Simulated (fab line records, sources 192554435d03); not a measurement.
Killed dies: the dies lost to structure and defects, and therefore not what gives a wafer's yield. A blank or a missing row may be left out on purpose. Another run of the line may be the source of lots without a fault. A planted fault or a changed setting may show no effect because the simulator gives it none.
Which tool is to blame? | flow n5 finfet | 12 lots (36 wafers sampled), 1 step of a 1938-step route

WHAT THE GAUGES SHOWED, per wafer
N5_BEOL_M9_THK_MEAS_53: measures by xrf.
lot  | measured     | on            | M9_THK (nm)
L074 | day 10 03:45 | film metro-01 | 144.3 142.7 145.1
L075 | day 10 15:26 | film metro-02 | 139.8 141.6 137.7
L079 | day 11 06:10 | film metro-02 | 143.9 143.1 144.2
L081 | day 11 20:19 | film metro-01 | 138.9 141.5 142.2
L080 | day 12 02:40 | film metro-01 | 141.8 142.0 141.1
L085 | day 12 18:59 | film metro-02 | 145.4 146.9 146.6
L087 | day 13 14:31 | film metro-01 | 136.8 141.7 139.6
L090 | day 13 21:08 | film metro-02 | 139.1 134.2 141.6
L089 | day 14 07:53 | film metro-02 | 139.3 141.2 138.7
L094 | day 14 16:27 | film metro-02 | 132.9 137.8 139.3
L095 | day 15 06:02 | film metro-01 | 141.7 144.1 142.7
L097 | day 16 01:57 | film metro-01 | 140.2 141.7 142.1

TOOL THAT RAN EACH LOT (tool first, then ch and the chambers of the sampled wafers, then the start)
The record holds no process step before these readings.

THE ANSWER, worked out from the rows above alone
Rule: the lots themselves supply what counts as usual. The widest of any qualifying gaps counts: lots, ordered by their means at a reading, are off when they make up no more than a third of the lots, leave a main group of 4 or more, and stand apart from it by 3 or more times the standard deviation of that group's means. A main group is skipped when, at the precision printed for the reading in the tables above, its means are all equal. Also off: a lot with no number at a reading for which 4 or more lots have one. Any other lot the step has rows for is counted as sound.
No lot is off at any reading shown: from this, nothing can be told.

WHAT THE SIMULATOR HAD INSERTED
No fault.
